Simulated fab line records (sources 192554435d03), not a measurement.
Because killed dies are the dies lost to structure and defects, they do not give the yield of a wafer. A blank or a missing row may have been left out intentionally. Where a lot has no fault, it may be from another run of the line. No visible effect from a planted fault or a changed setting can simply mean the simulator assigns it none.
fab line records	flow n5Finfet
[record] lots = 10	wafers = 29	lastDay = 17
route steps=1938 shown HKMG_FIN@458 GATE_CUT@466 BEOL_M4@1111 PASSIVATION@1936
lots that met no fault: from a run of the same line without faults
startH: the number of hours between the record's first day and the start of the first shown wafer of the lot	waitH: hours since the lot's step before	" as in the row above	L1.1+2: several wafers, shown together as one row	- either no value or no given start	* or withheld: withheld	< > ~ a bound
route shown NAME@n: names a module that has steps shown in the file, with the first one's number in the route	usual: mean/standard deviation taken from wafers without a fault	same: alike in all rows	chamber/n: place in a boat	sites: per-site readings	_std_site: standard deviation across them	_edge_site: outer sites' mean less inner sites'	radiusMm: how far each site lies from the wafer's centre	mask NAME#n: copy n	behind: the last tool/chamber to shape the wafer	hold: reason for holding the lot/hours on hold/outcome of the hold	device: which transistor (n, p or np) failed to switch	end of line: tests of these same wafers at the route's end	a step with no rows: only its recipe	killed: the dies lost at the first sort to structure and to defects; this is not the yield of the wafer	map: shows each die of a wafer: x if killed, . if not, _ if none is there
set.NAME: the setting as run; set.NAME@STEP: as run at that earlier step	model.NAME: the simulator's own value behind a step, which no gauge read
steps of the route over a sample of lots; a table a step, a row a wafer
services: from which hour (startH, from the record's first day; less than 0 if before it) a tool's chamber was out of use, for how many hours, and why
[[steps]]
[step N5_HKMG_FIN_W_FILL_22]
[recipe] material = W	targetThkA = 600	tempC = 400	pressureTorr = 39.4	timeS = 18.2
[usual] chamberPressureTorr = 39.37/0.09	heaterPowerW = 835/67	throttleValvePct = 19.1/1.3
lot.wafer	tool	chamber	startH	waitH	chamberPressureTorr	heaterPowerW	throttleValvePct
L602.2	cvdW-02	0	87.73	0.0	39.46	734	20.0
L602.4	"	1	"	"	39.34	866	17.5
L602.6	"	0	"	"	39.30	758	19.9
L603.2	cvdW-02	1	92.17	0.0	39.48	839	17.2
L603.3	"	0	"	"	39.18	748	19.7
L603.5	"	0	"	"	39.29	727	19.8
L604.1	cvdW-01	0	98.73	0.0	39.54	906	19.3
L604.2	"	1	"	"	39.45	887	20.3
L604.5	"	1	"	"	39.33	896	20.3
L606.3	cvdW-02	0	120.57	0.0	39.50	736	19.8
L606.4	"	1	"	"	39.40	862	17.4
L606.5	"	1	"	"	39.19	877	17.3
L607.2	cvdW-02	0	122.82	0.0	39.40	741	20.0
L607.5	"	0	"	"	39.40	721	19.9
L607.6	"	1	"	"	39.32	889	17.1
L608.2	cvdW-02	1	127.81	0.0	39.32	864	17.2
L608.4	"	0	"	"	39.35	743	20.2
L608.5	"	1	"	"	39.28	866	17.3
L612.1	cvdW-02	0	146.46	0.0	39.36	730	20.2
L612.2	"	1	"	"	39.55	881	17.3
L612.6	"	1	"	"	39.49	861	17.4
L614.3	cvdW-01	0	156.17	0.0	39.43	870	19.4
L614.4	"	1	"	"	39.46	875	20.2
L615.2	cvdW-01	0	165.51	0.0	39.40	888	19.6
L615.4	"	1	"	"	39.35	897	20.1
L615.5	"	0	"	"	39.51	911	19.4
L624.2	cvdW-02	0	225.15	0.0	39.29	757	20.7
L624.4	"	1	"	"	39.35	882	17.4
L624.5	"	1	"	"	39.35	863	17.0
[step N5_GATE_CUT_ETCH_56]
[recipe] chemistry = Cl2/Ar	target = TiN	targetDepthA = 216	pressureMtorr = 10	icpW = 600	biasW = 60	Cl2_flow_sccm = 40	Ar_flow_sccm = 60
[usual] drypumpMotorCurrentA = 5.7/0.54	oesProductAu = 0.78/0.099	rfFwdPowerW = 596.1/1.9	throttleValvePct = 20.80/0.16
lot.wafer	tool	chamber	startH	waitH	drypumpMotorCurrentA	oesProductAu	rfFwdPowerW	rfHoursCounterH	throttleValvePct
L602.2	rieMetal-03	0	88.71	0.1	4.6	0.81	594.6	28	20.88
L602.4	"	1	"	"	5.9	0.73	596.0	-	20.53
L602.6	"	0	"	"	4.6	0.81	592.8	-	20.88
L603.2	rieMetal-01	1	93.14	0.1	5.8	0.67	593.9	101	21.03
L603.3	"	1	"	"	5.8	0.67	594.9	-	21.01
L603.5	"	1	"	"	5.8	0.67	594.1	-	21.02
L604.1	rieMetal-02	0	99.83	0.2	6.1	0.75	597.2	49	20.92
L604.2	"	0	"	"	6.1	0.75	597.5	-	20.90
L604.5	"	0	"	"	6.1	0.75	598.6	-	20.91
L606.3	rieMetal-03	1	121.56	0.1	5.9	0.71	597.7	-	20.56
L606.4	"	0	"	"	4.6	0.80	594.1	-	20.91
L606.5	"	0	"	"	4.6	0.81	592.5	-	20.89
L607.2	rieMetal-03	0	123.80	0.1	4.6	0.80	595.3	32	20.91
L607.5	"	0	"	"	4.6	0.80	595.5	-	20.91
L607.6	"	1	"	"	5.9	0.71	597.6	-	20.55
L608.2	rieMetal-02	1	128.78	0.1	5.6	0.99	595.2	0	20.82
L608.4	"	0	"	"	6.1	0.75	597.5	-	20.91
L608.5	"	1	"	"	5.6	0.99	597.0	-	20.79
L612.1	rieMetal-02	1	147.44	0.1	5.6	0.99	595.1	2	20.79
L612.2	"	0	"	"	6.1	0.75	598.6	55	20.91
L612.6	"	0	"	"	6.1	0.76	594.4	-	20.89
L614.3	rieMetal-02	1	157.17	0.1	5.6	0.83	452.8	-	20.93
L614.4	"	0	"	"	6.1	0.65	451.7	-	21.04
L615.2	rieMetal-02	1	166.49	0.1	5.6	0.82	452.0	4	20.95
L615.4	"	0	"	"	6.1	0.64	452.2	-	21.05
L615.5	"	1	"	"	5.6	0.82	453.3	-	20.95
L624.2	rieMetal-03	0	226.13	0.1	4.7	0.77	595.6	39	20.92
L624.4	"	1	"	"	5.9	0.70	597.8	-	20.56
L624.5	"	0	"	"	4.6	0.78	594.8	-	20.91
[step N5_GATE_CUT_ETCHBACK_30]
[recipe] chemistry = Cl2/Ar	target = TiN	targetDepthA = 30	mode = isotropic	pressureMtorr = 10	icpW = 600	biasW = 60	Cl2_flow_sccm = 40	Ar_flow_sccm = 60
[usual] drypumpMotorCurrentA = 5.7/0.54	oesProductAu = 0.78/0.097	throttleValvePct = 20.80/0.16
lot.wafer	tool	chamber	startH	waitH	drypumpMotorCurrentA	oesProductAu	rfHoursCounterH	throttleValvePct
L602.2	rieMetal-03	0	88.80	0.1	4.6	0.81	28	20.88
L602.4	"	1	"	"	6.0	0.72	-	20.56
L602.6	"	0	"	"	4.6	0.81	-	20.88
L603.2	rieMetal-01	1	93.23	0.1	5.8	0.66	101	21.01
L603.3	"	1	"	"	5.8	0.67	-	21.00
L603.5	"	1	"	"	5.8	0.68	-	21.01
L604.1	rieMetal-02	0	100.01	0.1	6.1	0.76	49	20.91
L604.2	"	0	"	"	6.1	0.76	-	20.90
L604.5	"	0	"	"	6.1	0.76	-	20.91
L606.3	rieMetal-03	1	121.63	0.0	5.9	0.72	-	20.53
L606.4	"	0	"	"	4.6	0.79	-	20.91
L606.5	"	0	"	"	4.7	0.80	-	20.90
L607.2	rieMetal-03	0	123.89	0.1	4.6	0.80	32	20.91
L607.5	"	0	"	"	4.6	0.80	-	20.91
L607.6	"	1	"	"	6.0	0.71	-	20.55
L608.2	rieMetal-02	1	128.87	0.1	5.6	0.98	1	20.80
L608.4	"	0	"	"	6.1	0.73	-	20.91
L608.5	"	1	"	"	5.6	0.99	-	20.79
L612.1	rieMetal-02	1	147.53	0.1	5.5	0.97	2	20.78
L612.2	"	0	"	"	6.1	0.75	55	20.91
L612.6	"	0	"	"	6.1	0.75	-	20.91
L614.3	rieMetal-02	1	157.24	0.0	5.6	0.97	-	20.79
L614.4	"	0	"	"	6.1	0.74	-	20.91
L615.2	rieMetal-02	1	166.58	0.1	5.6	0.94	4	20.82
L615.4	"	0	"	"	6.1	0.74	-	20.91
L615.5	"	1	"	"	5.6	0.94	-	20.82
L624.2	rieMetal-03	0	226.22	0.1	4.6	0.78	39	20.91
L624.4	"	1	"	"	5.9	0.69	-	20.57
L624.5	"	0	"	"	4.6	0.78	-	20.92
[step N5_GATE_CUT_VAPOR_ETCH_60]
[recipe] chemistry = BCl3/Cl2	target = HfO2	mode = isotropic
[usual] drypumpMotorCurrentA = 5.7/0.54	oesProductAu = 0.79/0.099
lot.wafer	tool	chamber	startH	waitH	drypumpMotorCurrentA	oesProductAu
L602.2	rieMetal-03	0	88.83	0.0	4.6	0.83
L602.4	"	1	"	"	5.9	0.72
L602.6	"	0	"	"	4.6	0.83
L603.2	rieMetal-01	1	93.26	0.0	5.8	0.66
L603.3	"	1	"	"	5.8	0.66
L603.5	"	1	"	"	5.8	0.67
L604.1	rieMetal-02	0	100.07	0.1	6.1	0.77
L604.2	"	0	"	"	6.1	0.77
L604.5	"	0	"	"	6.1	0.77
L606.3	rieMetal-03	1	121.66	0.0	6.0	0.71
L606.4	"	0	"	"	4.6	0.82
L606.5	"	0	"	"	4.6	0.82
L607.2	rieMetal-03	0	123.92	0.0	4.7	0.81
L607.5	"	0	"	"	4.6	0.81
L607.6	"	1	"	"	5.9	0.71
L608.2	rieMetal-02	1	128.90	0.0	5.6	0.98
L608.4	"	0	"	"	6.1	0.76
L608.5	"	1	"	"	5.6	0.99
L612.1	rieMetal-02	1	147.56	0.0	5.6	0.95
L612.2	"	0	"	"	6.1	0.75
L612.6	"	0	"	"	6.1	0.74
L614.3	rieMetal-02	1	157.27	0.0	5.6	0.96
L614.4	"	0	"	"	6.1	0.76
L615.2	rieMetal-02	1	166.61	0.0	5.6	0.94
L615.4	"	0	"	"	6.1	0.75
L615.5	"	1	"	"	5.6	0.94
L624.2	rieMetal-03	0	226.25	0.0	4.6	0.80
L624.4	"	1	"	"	5.9	0.69
L624.5	"	0	"	"	4.6	0.79
[step N5_BEOL_M4_RC_MEAS_101]
[usual] DIBL_N = 36.0/1.9	DIBL_P = 36.0/2.1	IOFF_N = 0.155/0.029	IOFF_P = 0.20/0.032	ION_N = 672/11	ION_P = 461/6.9	SS_N = 71.5/0.58	SS_P = 73.2/0.64	VT_N = 250.4/2.9	VT_P = -251.0/2.8
lot.wafer	tool	chamber	startH	waitH	DIBL_N[mV/V]	DIBL_P[mV/V]	IOFF_N[nA/um]	IOFF_P[nA/um]	ION_N[uA/um]	ION_P[uA/um]	SS_N[mV/dec]	SS_P[mV/dec]	VT_N[mV]	VT_P[mV]
L602.2	prober-02	0	185.41	0.2	36.5	35.3	0.129	0.19	654	452	71.4	73.9	254.5	-251.4
L602.4	"	0	"	"	34.5	33.6	0.114	0.18	672	470	71.0	72.9	254.6	-251.4
L602.6	"	0	"	"	34.4	33.3	0.112	0.17	666	462	70.8	72.3	254.9	-253.8
L604.1	prober-02	0	187.11	0.0	38.1	39.4	0.192	0.26	696	475	71.6	74.1	247.3	-244.9
L604.2	"	0	"	"	39.6	40.4	0.218	0.27	682	466	72.0	73.4	244.8	-248.1
L604.5	"	0	"	"	39.5	39.7	0.213	0.27	705	478	71.0	73.7	247.4	-247.3
L603.2	prober-01	0	187.22	0.2	34.9	34.6	0.145	0.22	661	457	71.4	72.4	249.4	-248.6
L603.3	"	0	"	"	35.2	35.3	0.160	0.22	670	462	71.6	73.1	245.6	-248.3
L603.5	"	0	"	"	36.4	35.9	0.168	0.22	669	460	72.3	72.6	247.4	-250.0
L606.3	prober-02	0	214.62	0.3	40.6	39.6	0.218	0.27	676	465	72.8	74.5	248.8	-248.0
L606.4	"	0	"	"	39.2	39.2	0.194	0.25	686	466	72.2	74.2	246.9	-246.9
L606.5	"	0	"	"	41.7	41.4	0.236	0.30	678	467	72.6	74.4	246.5	-246.9
L607.2	prober-01	0	221.08	0.2	34.8	33.1	0.127	0.15	676	453	70.1	72.5	249.6	-256.0
L607.5	"	0	"	"	37.0	35.7	0.158	0.19	684	462	71.7	73.2	250.7	-252.9
L607.6	"	0	"	"	38.5	36.5	0.182	0.20	675	454	71.5	73.5	249.8	-251.3
L608.2	prober-02	0	223.72	0.2	37.7	38.7	0.197	0.25	671	459	72.4	73.5	246.4	-249.8
L608.4	"	0	"	"	36.1	36.5	0.157	0.22	675	459	71.7	74.0	251.4	-250.4
L608.5	"	0	"	"	38.0	38.1	0.179	0.23	665	453	72.1	73.7	249.0	-251.9
L612.1	prober-01	0	237.95	0.0	35.5	34.8	0.148	0.20	677	465	71.8	72.5	250.3	-251.6
L612.2	"	0	"	"	37.3	36.5	0.174	0.22	681	468	71.6	73.5	250.7	-251.2
L612.6	"	0	"	"	35.1	34.4	0.130	0.19	656	456	71.6	72.4	255.0	-252.9
L614.3	prober-01	0	246.81	0.3	35.9	36.1	0.174	0.21	683	463	71.9	73.4	245.5	-251.0
L614.4	"	0	"	"	34.2	34.0	0.141	0.17	652	451	71.5	73.0	252.5	-252.2
L615.2	prober-01	0	256.73	0.2	35.7	35.4	0.163	0.23	669	469	70.7	73.5	247.3	-248.7
L615.4	"	0	"	"	33.4	32.3	0.118	0.18	667	465	70.2	73.1	252.6	-250.8
L615.5	"	0	"	"	33.0	32.2	0.117	0.18	662	467	70.9	72.9	249.7	-249.4
L624.2	prober-01	0	311.51	0.2	37.5	36.0	0.179	0.23	672	465	71.6	73.9	248.6	-246.8
L624.4	"	0	"	"	35.8	34.7	0.147	0.20	678	460	71.1	72.9	251.6	-250.3
L624.5	"	0	"	"	38.0	36.4	0.173	0.24	657	450	71.5	73.8	248.6	-252.1
[step N5_PASSIVATION_PROBE_49]
[usual] defectLimitedYield = 91.0/1.5	killed_at_M0_to_M3 = 33/9.4	killed_at_M4_up = 14/4.8	killedAtContacts = 13/7.3	killedAtFrontEnd = 43/13	killedAtOther = 3.6/2.9	killedDies = 106/18	killedOpen = 69/13	killedShort = 35/8.2	sort_bin_5_function = 5.3/1	sort_bin_6_memory = 3.3/0.68	sortNPass = 1074/18	sortYieldPct = 91.0/1.5
[same] grossDies = 1180	killedAtBackSide = 0	sort_bin_4_leakage[%] = 0	sort_bin_8_speed[%] = 0
lot.wafer	tool	chamber	startH	waitH	defectLimitedYield[%]	killed_at_M0_to_M3	killed_at_M4_up	killedAtContacts	killedAtFrontEnd	killedAtOther	killedDies	killedOpen	killedShort	sort_bin_5_function[%]	sort_bin_6_memory[%]	sortNPass	sortYieldPct[%]
L602.2	prober-01	-	280.47	0.1	88.5	26	25	30	48	7	136	102	33	7.5	3.8	1044	88.5
L602.4	prober-01	-	280.57	0.2	90.3	23	13	33	43	2	114	76	37	5.8	3.4	1066	90.3
L602.6	prober-01	-	280.67	0.3	88.9	48	23	21	38	1	131	89	42	6.1	4.7	1049	88.9
L604.1	prober-01	-	289.43	0.0	93.2	18	16	5	31	10	80	56	24	4.3	2.2	1100	93.2
L604.2	prober-01	-	289.48	0.1	93.2	21	20	6	29	4	80	48	32	3.9	2.4	1100	93.2
L604.5	prober-01	-	289.63	0.2	92.1	35	14	14	28	2	93	58	33	4.4	3.2	1087	92.1
L603.2	prober-02	-	290.26	0.1	88.6	37	16	18	61	3	135	85	47	7.5	3.5	1045	88.6
L603.3	prober-02	-	290.31	0.1	87.6	39	12	25	64	6	146	96	45	7.8	4.0	1034	87.6
L603.5	prober-02	-	290.41	0.2	90.4	33	10	28	42	0	113	72	38	5.7	2.9	1067	90.4
L606.3	prober-01	-	317.13	0.1	95.4	19	11	1	23	0	54	35	19	3.1	1.4	1126	95.4
L606.4	prober-01	-	317.18	0.2	95.1	22	10	0	25	1	58	36	20	3.6	1.1	1122	95.1
L606.5	prober-01	-	317.23	0.2	93.1	19	13	9	35	5	81	62	19	4.0	2.5	1099	93.1
L608.2	prober-02	-	343.15	0.1	90.6	42	10	26	26	7	111	69	39	6.0	2.9	1069	90.6
L608.4	prober-02	-	343.25	0.2	90.5	37	3	13	57	2	112	60	48	5.0	3.6	1068	90.5
L608.5	prober-02	-	343.30	0.2	92.4	25	2	19	36	8	90	46	42	4.0	2.8	1090	92.4
L614.3	prober-01	-	358.20	0.1	90.9	28	17	14	44	4	107	73	30	5.4	3.1	1073	90.9
L614.4	prober-01	-	358.25	0.2	89.5	37	22	3	55	7	124	90	33	6.4	3.9	1056	89.5
L615.2	prober-02	-	360.79	0.1	91.5	28	16	14	40	2	100	78	21	4.7	3.4	1080	91.5
L615.4	prober-02	-	360.89	0.2	90.4	45	10	15	41	2	113	66	47	5.8	3.6	1067	90.4
L615.5	prober-02	-	360.94	0.2	89.5	46	14	21	38	5	124	78	46	5.8	4.2	1056	89.5
L624.2	prober-01	-	415.86	0.1	90.8	37	4	20	39	9	109	69	39	5.6	3.5	1071	90.8
L624.4	prober-01	-	415.96	0.2	91.1	34	9	21	33	8	105	64	33	4.3	4.0	1075	91.1
L624.5	prober-01	-	416.01	0.2	91.4	30	17	21	30	4	102	66	35	4.3	3.9	1078	91.4
// killed by level:class
L602.2 MOL_CONTACT_COAG:geometricParticle:open=27 BEOL_M4:geometricParticle:open=17 FIN_SAQP:geometricParticle:open=14 STI_FIN_REVEAL:geometricParticle:open=12 BEOL_M0_SAQP:geometricParticle:short=9 BEOL_M0_SAQP:geometricParticle:open=8 FIN_SAQP:geometricParticle:short=6 STI_FIN_REVEAL:geometricParticle:short=6
L602.4 MOL_CONTACT_COAG:geometricParticle:open=24 FIN_SAQP:geometricParticle:open=12 STI_FIN_REVEAL:geometricParticle:open=9 MOL_CONTACT_COAG:geometricParticle:short=9 BEOL_M3:geometricParticle:open=6 FIN_SAQP:geometricParticle:short=5 BEOL_M4:geometricParticle:open=5 BEOL_M2:geometricParticle:short=4
L602.6 MOL_CONTACT_COAG:geometricParticle:open=19 BEOL_M4:geometricParticle:open=13 BEOL_M0_SAQP:geometricParticle:open=10 BEOL_M0_SAQP:geometricParticle:short=10 BEOL_M1:geometricParticle:open=9 FIN_SAQP:geometricParticle:short=7 BEOL_M3:geometricParticle:open=6 FIN_SAQP:geometricParticle:open=4
L604.1 BEOL_M4:geometricParticle:open=14 STI_FIN_REVEAL:geometricParticle:open=10 GATE_CUT:geometricParticle:short=7 MOL_CONTACT_COAG:geometricParticle:open=5 BEOL_M2:geometricParticle:open=5 BEOL_M3:geometricParticle:open=4 MIM_TOP_ETCH:geometricParticle:short=4 GATE_CUT:geometricParticle:open=3
L604.2 BEOL_M4:geometricParticle:open=7 STI_FIN_REVEAL:geometricParticle:open=6 GATE_CUT:geometricParticle:short=6 MOL_CONTACT_COAG:geometricParticle:short=5 BEOL_M2:geometricParticle:open=5 GATE_CUT:geometricParticle:open=4 BEOL_M1:geometricParticle:open=4 BEOL_M4:geometricParticle:short=4
L604.5 MOL_CONTACT_COAG:geometricParticle:open=11 BEOL_M1:geometricParticle:open=11 BEOL_M3:geometricParticle:open=6 BEOL_M1:geometricParticle:short=5 DUMMY_GATE:geometricParticle:open=4 GATE_CUT:geometricParticle:short=4 BEOL_M0_SAQP:geometricParticle:short=4 BEOL_M2:geometricParticle:open=4
L603.2 MOL_CONTACT_COAG:geometricParticle:open=13 BEOL_M3:geometricParticle:open=10 STI_FIN_REVEAL:geometricParticle:open=9 FIN_SAQP:geometricParticle:short=7 GATE_CUT:geometricParticle:short=7 FIN_SAQP:geometricParticle:open=6 GATE_CUT:geometricParticle:open=6 BEOL_M0_SAQP:geometricParticle:short=6
L603.3 MOL_CONTACT_COAG:geometricParticle:open=20 BEOL_M2:geometricParticle:open=16 FIN_SAQP:geometricParticle:open=11 GATE_CUT:geometricParticle:short=11 STI_FIN_REVEAL:geometricParticle:open=10 FIN_SAQP:geometricParticle:short=7 BEOL_M1:geometricParticle:open=5 MOL_CONTACT_COAG:geometricParticle:short=5
L603.5 MOL_CONTACT_COAG:geometricParticle:open=21 STI_FIN_REVEAL:geometricParticle:open=9 BEOL_M0_SAQP:geometricParticle:short=9 GATE_CUT:geometricParticle:short=8 BEOL_M0_SAQP:geometricParticle:open=8 MOL_CONTACT_COAG:geometricParticle:short=7 DUMMY_GATE:geometricParticle:open=5 BEOL_M4:geometricParticle:open=5
L606.3 BEOL_M0_SAQP:geometricParticle:short=6 FIN_SAQP:geometricParticle:open=5 BEOL_M4:geometricParticle:open=5 GATE_CUT:geometricParticle:open=4 BEOL_M0_SAQP:geometricParticle:open=4 ILD0:geometricParticle:open=3 GATE_CUT:geometricParticle:short=3 BEOL_M0:geometricParticle:open=3
L606.4 BEOL_M2:geometricParticle:open=8 FIN_SAQP:geometricParticle:open=5 BEOL_M4:geometricParticle:open=5 FIN_SAQP:geometricParticle:short=4 GATE_CUT:geometricParticle:open=4 BEOL_M0_SAQP:geometricParticle:short=4 BEOL_M0:geometricParticle:open=3 BEOL_M1:geometricParticle:open=3
L606.5 FIN_SAQP:geometricParticle:open=11 MOL_CONTACT_COAG:geometricParticle:open=8 STI_FIN_REVEAL:geometricParticle:open=7 BEOL_M1:geometricParticle:open=6 BEOL_M4:geometricParticle:open=5 BEOL_M0:geometricParticle:open=4 FIN_SAQP:geometricParticle:short=3 BEOL_M0_SAQP:geometricParticle:open=3
L608.2 MOL_CONTACT_COAG:geometricParticle:open=16 BEOL_M0_SAQP:geometricParticle:open=14 MOL_CONTACT_COAG:geometricParticle:short=10 FIN_SAQP:geometricParticle:open=8 FIN_SAQP:geometricParticle:short=7 BEOL_M1:geometricParticle:open=6 BEOL_M0:geometricParticle:short=6 BEOL_M3:geometricParticle:open=5
L608.4 STI_FIN_REVEAL:geometricParticle:open=14 FIN_SAQP:geometricParticle:short=11 MOL_CONTACT_COAG:geometricParticle:open=10 FIN_SAQP:geometricParticle:open=9 BEOL_M1:geometricParticle:open=9 BEOL_M0_SAQP:geometricParticle:short=9 BEOL_M0_SAQP:geometricParticle:open=7 BEOL_M0:geometricParticle:short=7
L608.5 MOL_CONTACT_COAG:geometricParticle:open=14 STI_FIN_REVEAL:geometricParticle:open=12 BEOL_M0:geometricParticle:short=9 MOL_CONTACT_COAG:geometricParticle:short=5 BEOL_M1:geometricParticle:open=5 SPACER0:geometricParticle:short=4 FIN_SAQP:geometricParticle:short=3 FIN_SAQP:geometricParticle:open=3
L614.3 FIN_SAQP:geometricParticle:open=16 MOL_CONTACT_COAG:geometricParticle:open=12 BEOL_M3:geometricParticle:open=7 FIN_SAQP:geometricParticle:short=6 BEOL_M0_SAQP:geometricParticle:open=5 BEOL_M2:geometricParticle:open=5 STARTING-WAFER:geometricParticle:short=4 STI_FIN_REVEAL:geometricParticle:open=4
L614.4 FIN_SAQP:geometricParticle:open=25 BEOL_M4:geometricParticle:open=12 STI_FIN_REVEAL:geometricParticle:open=9 BEOL_M0_SAQP:geometricParticle:open=7 BEOL_M1:geometricParticle:open=7 BEOL_M2:geometricParticle:open=7 BEOL_M3:geometricParticle:open=6 FIN_SAQP:geometricParticle:short=5
L615.2 FIN_SAQP:geometricParticle:open=11 BEOL_M0_SAQP:geometricParticle:open=11 MOL_CONTACT_COAG:geometricParticle:open=11 STI_FIN_REVEAL:geometricParticle:open=8 FIN_SAQP:geometricParticle:short=7 BEOL_M2:geometricParticle:open=6 STARTING-WAFER:geometricParticle:open=4 BEOL_M0_SAQP:geometricParticle:short=4
L615.4 FIN_SAQP:geometricParticle:short=11 MOL_CONTACT_COAG:geometricParticle:open=11 BEOL_M0_SAQP:geometricParticle:short=11 BEOL_M2:geometricParticle:open=11 BEOL_M0_SAQP:geometricParticle:open=10 FIN_SAQP:geometricParticle:open=7 BEOL_M4:geometricParticle:open=7 ILD0:geometricParticle:open=4
L615.5 MOL_CONTACT_COAG:geometricParticle:open=19 BEOL_M0_SAQP:geometricParticle:short=17 BEOL_M0_SAQP:geometricParticle:open=12 FIN_SAQP:geometricParticle:short=11 FIN_SAQP:geometricParticle:open=8 BEOL_M2:geometricParticle:open=7 GATE_CUT:geometricParticle:open=5 GATE_CUT:geometricParticle:short=4
L624.2 MOL_CONTACT_COAG:geometricParticle:open=15 BEOL_M2:geometricParticle:open=12 ILD0:geometricParticle:short=8 BEOL_M1:geometricParticle:open=6 STARTING-WAFER:geometricParticle:open=6 FIN_SAQP:geometricParticle:short=5 FIN_SAQP:geometricParticle:open=5 STI_FIN_REVEAL:geometricParticle:open=5
L624.4 BEOL_M2:geometricParticle:open=18 MOL_CONTACT_COAG:geometricParticle:open=17 FIN_SAQP:geometricParticle:open=10 HKMG_FIN:areaEtch=6 FIN_SAQP:geometricParticle:short=5 BEOL_M2:geometricParticle:short=5 PASS1_DEP:geometricParticle:open=5 STI_FIN_REVEAL:geometricParticle:open=4
L624.5 MOL_CONTACT_COAG:geometricParticle:open=17 BEOL_M2:geometricParticle:open=10 BEOL_M4:geometricParticle:open=8 FIN_SAQP:geometricParticle:short=7 DUMMY_GATE:geometricParticle:open=5 MOL_CONTACT_COAG:geometricParticle:short=4 BEOL_M3:geometricParticle:open=4 FIN_SAQP:geometricParticle:open=3
[[services]]
tool	chamber	startH	hours	kind
cvdW-01	-	68.18	2.8	pm
rieMetal-02	1	96.26	-	clean
rieMetal-02	1	96.26	25.2	scheduledDown
rieMetal-02	1	96.26	25.2	ventCycle
rieMetal-03	0	132.05	12.0	repair
cvdW-02	-	158.93	0.9	repair
rieMetal-01	-	195.05	14.6	pm
rieMetal-01	-	210.27	0.7	repair
[[key]]
[firstSign] step = N5_GATE_CUT_ETCH_56	reading = rfFwdPowerW	direction = down	sigmas = 77	usual = *	struck = *
effect none on later readings
metAt N5_GATE_CUT_ETCH_56
struckLots L614,L615
notActingAt N5_HKMG_FIN_W_FILL_22,N5_GATE_CUT_ETCHBACK_30,N5_GATE_CUT_VAPOR_ETCH_60
onsetBetween 147.44 157.17
[fault] kind = processParameterDrift	tool = rieMetal-02	chamber = -	onsetH = 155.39	steps = N5_GATE_CUT_ETCH_56	channel = icpW	offset = -144	shape = step	endH = 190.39	actsIn = theseRecipesOnly	stated = 600
